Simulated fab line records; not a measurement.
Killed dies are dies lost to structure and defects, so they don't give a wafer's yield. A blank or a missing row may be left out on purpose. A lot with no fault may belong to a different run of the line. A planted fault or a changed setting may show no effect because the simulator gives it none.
Problem report in the 8D (eight disciplines) form, filled by code | flow nand-harc | the parts of the form that need people (team, actions taken, sign-off) are left out

1. THE PROBLEM
Wafers with no fault read 32 with a standard deviation of 9, whereas killed-dies at NHARC_END_SORT_01 reads a mean of 537 on 1 wafer of 1 lot. Measured from the usual mean, that is +56 standard deviations.
First seen on wafer L889.5, day 22 11:00, on prober-02. The record has a number at this step for 33 wafers belonging to 11 lots. Rule for "out", or "out of limits": more than 4 standard deviations from the usual mean. All remaining wafers that have a number are taken as sound.

2. WHAT IT IS, WHAT IT ISN'T
question                    | is                           | is not
which readings at this step | killed-dies, killed-at-array | killed-at-other, killed-at-periphery, killed-open, killed-short
which lots                  | L889                         | L877, L879, L881, L882, L891, L892, L895, L896, L899, L900
which wafers of those lots  | L889.5                       | L889.2, L889.4
read on which gauges        | prober-02                    | prober-01
when                        | from day 22 11:00            | up to then (14 sound wafers); but 18 sound wafers of L891, L892, L895, L896, L899, L900 came after

3. SUSPECTS, AND WHAT RULES EACH OUT
Counting: a tool at a process step up to the reading stays a suspect if it ran every lot that is out. Sound lots after the first of them don't rule it out here, since some wafers of a struck lot are sound.
- the gauge at NHARC_END_SORT_01: ruled out. All the wafers that are out were read on prober-02, but those of them that NHARC_A_SGD_CUT_ETCH_58 has rows for are out there too, on other tools.
- rie-diel-13 at NHARC_A_STAIRCASE_ETCHBACK_422 (etches the open film in CH3F/O2, target depth 40 nm, time 74.286 s): kept. It ran the lot that is out, L889 (day 16 14:46).
- rie-diel-13 at NHARC_A_STAIRCASE_STRIP_475 (strips in O2, time 20 s): kept. It ran the lot that is out, L889 (day 16 17:08); its last sound lot up to then is L879 (day 14 21:57). With no start given for some of its lots, NHARC_A_STAIRCASE_STRIP_475 uses the hours and lot order of NHARC_A_SGD_CUT_ETCH_58.
- rie-diel-05 at NHARC_A_SGD_CUT_ETCH_58 (etches the open film in CF4, target depth 39 nm, time 65 s): kept. It ran the lot that is out, L889 (day 16 17:08); its last sound lot up to then is L882 (day 15 17:58). On those wafers its own readings are out: oes-product-au.
- rie-diel-01 at NHARC_A_SGD_CUT_ETCHBACK_24 (etches the open film in CH3F/O2, target depth 50 nm, time 92.857 s): kept. It ran the lot that is out, L889 (day 16 22:53); its last sound lot up to then is L879 (day 15 04:02).
- At NHARC_A_STAIRCASE_ETCHBACK_422, inside rie-diel-13: chamber 2 took the wafers that are out, while their sound lot-mates went through chambers 1, 3.
- At NHARC_A_SGD_CUT_ETCH_58, inside rie-diel-05: chamber 0 took the wafers that are out, while their sound lot-mates went through chambers 2, 3.
- At NHARC_A_SGD_CUT_ETCHBACK_24, inside rie-diel-01: chamber 1 took the wafers that are out, while their sound lot-mates went through chambers 0, 3.
Left after counting: rie-diel-13 at NHARC_A_STAIRCASE_ETCHBACK_422, rie-diel-13 at NHARC_A_STAIRCASE_STRIP_475, rie-diel-05 at NHARC_A_SGD_CUT_ETCH_58, rie-diel-01 at NHARC_A_SGD_CUT_ETCHBACK_24.

4. THE CAUSE (what the simulator had put in)
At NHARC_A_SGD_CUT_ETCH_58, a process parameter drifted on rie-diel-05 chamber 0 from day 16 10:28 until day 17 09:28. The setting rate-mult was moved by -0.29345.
This tool is one of the 4 suspects left after counting.

5. THE CHAIN OF EFFECTS, in route order
Each row: a reading where the mean over the struck wafers with a number is more than 3 standard deviations away from the usual. Only readings whose record carries a usual standard deviation are examined. hours: median over the lots of the time between each lot's start at the first step of this table that gives one and its start at this step. sigmas: the change, counted in usual standard deviations.
hours | step                    | reading         | usual      | on struck wafers | change | sigmas
0     | NHARC_A_SGD_CUT_ETCH_58 | oes-product-au  | 0.998 a.u. | 0.820            | -0.178 | -19
138   | NHARC_END_SORT_01       | killed-at-array | 29         | 533              | +504   | +54
138   | NHARC_END_SORT_01       | killed-dies     | 32         | 537              | +505   | +56
Its process steps:
- NHARC_A_SGD_CUT_ETCH_58: etches the open film in CF4, target depth 39 nm, time 65 s.

6. WHAT WOULD HAVE CAUGHT IT SOONER
Counted from the fault's start at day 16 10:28, it took 145 hours until the first out-of-limits reading at a measuring or inspecting step in this record, taken at day 22 11:00.
The tool's own readings at NHARC_A_SGD_CUT_ETCH_58 were out on every struck wafer that the step has a row for (oes-product-au): an alarm limit on them would have fired on the first of those.
Each of the lots that are out, 1 in all, had begun NHARC_A_SGD_CUT_ETCH_58 on rie-diel-05 no later than day 22 11:00. None of them would have been spared by holding the tool at that moment.
